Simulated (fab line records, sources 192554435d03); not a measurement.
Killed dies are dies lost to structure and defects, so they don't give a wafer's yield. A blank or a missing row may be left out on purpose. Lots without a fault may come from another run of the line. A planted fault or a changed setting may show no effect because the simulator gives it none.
One fault seen from 3 desks | flow n5_finfet | each desk has only its own numbers; what lay behind them comes last

THE TOOL OWNER'S DESK: rie_diel-02
The tool's own readings at N5_BEOL_M6_ETCH_62 (etches SOC in N2/H2, target depth 110 nm, overetch 22 nm, time 165 s): means of the sampled wafers that have a number, for each lot that ran on this tool. A lot is out of limits, marked OUT, if its mean lies more than 4 standard deviations from the usual mean; the brackets give that distance.
Columns: A = drypump_motor_current_A at N5_BEOL_M6_ETCH_62, usual 5.7 A; B = oes_product_au at N5_BEOL_M6_ETCH_62, usual 0.69 a.u.; C = rf_fwd_power_W at N5_BEOL_M6_ETCH_62, usual 837.2 W; D = rf_vpp_V at N5_BEOL_M6_ETCH_62, usual 523.6 V; E = showerhead_plenum_p_Torr at N5_BEOL_M6_ETCH_62, usual 2.53 Torr; F = temp_c at N5_BEOL_M6_ETCH_62, usual 40.00 C; G = throttle_valve_pct at N5_BEOL_M6_ETCH_62, usual 17.69 %
lot  | first seen here | A   | B    | C     | D     | E    | F     | G
L788 | day 8 20:13     | 5.5 | 0.70 | 837.0 | 523.4 | 2.54 | 39.95 | 17.64
L805 | day 13 12:30    | 5.8 | 0.65 | 838.0 | 522.9 | 2.52 | 39.89 | 17.68
L808 | day 14 04:05    | 5.6 | 0.62 | 838.4 | 524.9 | 2.57 | 40.11 | 17.71
This desk's finding: nothing out of limits on any of the 3 lots.

THE DEFECT DESK
What the inspections along the route counted, lot by lot: means of the sampled wafers that have a number. A lot is out of limits, marked OUT, if its mean lies more than 4 standard deviations from the usual mean; the brackets give that distance.
Columns: A = raw_defect_count at N5_BEOL_M6_INSPECT_13, usual 394
lot  | first seen here | A
L788 | day 8 19:31     | 401
L791 | day 9 21:59     | 516
L805 | day 13 12:16    | 446
L808 | day 14 03:49    | 287
L809 | day 14 23:27    | 291
L810 | day 15 07:24    | 388
This desk's finding: nothing out of limits on any of the 6 lots.

THE METROLOGY DESK
What the gauges read, lot by lot, whatever tool the lot ran on: means of the sampled wafers that have a number. A lot is out of limits, marked OUT, if its mean lies more than 4 standard deviations from the usual mean; the brackets give that distance.
Columns: A = cd_nm at N5_BEOL_M6_CD_MEAS_11, usual 38.5 nm; B = M6_OVL at N5_BEOL_M6_OVL_MEAS_12, usual 0.0 nm
lot  | first seen here | A    | B
L788 | day 8 19:28     | 38.9 | 0.3
L791 | day 9 21:56     | 38.6 | 0.4
L805 | day 13 12:13    | 38.3 | -0.6
L808 | day 14 03:46    | 39.1 | -0.1
L809 | day 14 23:24    | 38.8 | 1.3
L810 | day 15 07:21    | 38.7 | -1.2
This desk's finding: nothing out of limits on any of the 6 lots.

PUT TOGETHER
The tool owner's desk saw nothing out of limits.
The defect desk saw nothing out of limits.
The metrology desk saw nothing out of limits.

WHAT THE SIMULATOR HAD PUT IN
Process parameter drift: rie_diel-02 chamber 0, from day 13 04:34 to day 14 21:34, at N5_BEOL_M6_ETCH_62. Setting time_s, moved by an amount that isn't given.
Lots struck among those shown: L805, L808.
